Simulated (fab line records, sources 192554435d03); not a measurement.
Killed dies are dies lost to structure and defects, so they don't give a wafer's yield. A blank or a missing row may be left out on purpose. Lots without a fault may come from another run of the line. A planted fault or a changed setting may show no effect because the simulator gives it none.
Which tool did it? | flow n5_finfet | 24 lots, 72 wafers sampled, at 1 step of a route of 1938

WHAT THE GAUGES READ, wafer by wafer
N5_BEOL_M14_OVL_MEAS_11.
lot  | measured     | on         | V13_OVL (nm)
L075 | day 13 02:43 | overlay-01 | -5 -3 -9
L074 | day 13 03:46 | overlay-02 | 5 3 3
L076 | day 13 08:25 | overlay-02 | 0 2 5
L077 | day 13 23:44 | overlay-02 | -8 -2 -10
L078 | day 14 08:41 | overlay-02 | -16 -6 -1
L080 | day 14 10:13 | overlay-01 | 0 -1 -5
L079 | day 14 12:28 | overlay-02 | 8 3 4
L081 | day 14 13:17 | overlay-02 | 7 1 -6
L083 | day 14 20:04 | overlay-02 | 7 10 -1
L082 | day 15 12:31 | overlay-01 | -1 -9 -3
L086 | day 15 18:19 | overlay-01 | 5 5 10
L084 | day 15 22:28 | overlay-01 | 4 4 9
L089 | day 15 23:38 | overlay-01 | -6 -3 -3
L087 | day 16 06:28 | overlay-02 | -5 1 1
L088 | day 16 14:11 | overlay-01 | 2 6 5
L085 | day 16 16:52 | overlay-02 | -1 4 9
L093 | day 16 23:46 | overlay-01 | 7 6 0
L091 | day 17 01:37 | overlay-01 | 13 18 9
L096 | day 17 08:51 | overlay-01 | 2 2 -3
L092 | day 17 21:29 | overlay-01 | 7 -2 -1
L094 | day 18 00:37 | overlay-01 | -2 -6 -9
L095 | day 18 14:43 | overlay-01 | -6 -3 -8
L090 | day 18 15:16 | overlay-01 | 8 0 9
L097 | day 19 13:01 | overlay-02 | 4 2 7

WHICH TOOL RAN EACH LOT (tool, then ch and the chambers of the sampled wafers, then the start)
The record holds no process step before these readings.

WHAT THE TOOLS THEMSELVES READ (means of the sampled wafers that have a number; where no wafer has one, the mark that the record gives instead)
The record holds no such reading with a usual standard deviation.

THE ANSWER, worked out from the rows above alone
Rule: what is usual is taken from the lots themselves. Put in order of their means at a reading, lots are off if they are a third of the lots or fewer, leave a main group of 4 or more, and stand apart from it by a gap of 3 or more times the standard deviation of the main group's means; of several such gaps the widest counts. A main group whose means are all the same, to the digits that the tables above print for the reading, isn't used. A lot without any number at a reading at which 4 lots or more have one is off too. The other lots that the step has rows for count as sound. The gauges are gone through in route order, then the tools' own readings, and for those a lot's mean is taken as printed above. The first step at which some lot is off is used, and at that step the reading that is off furthest; a lot without a number counts as furthest.
No lot is off at any reading shown: from this, nothing can be told.

WHAT THE SIMULATOR HAD PUT IN
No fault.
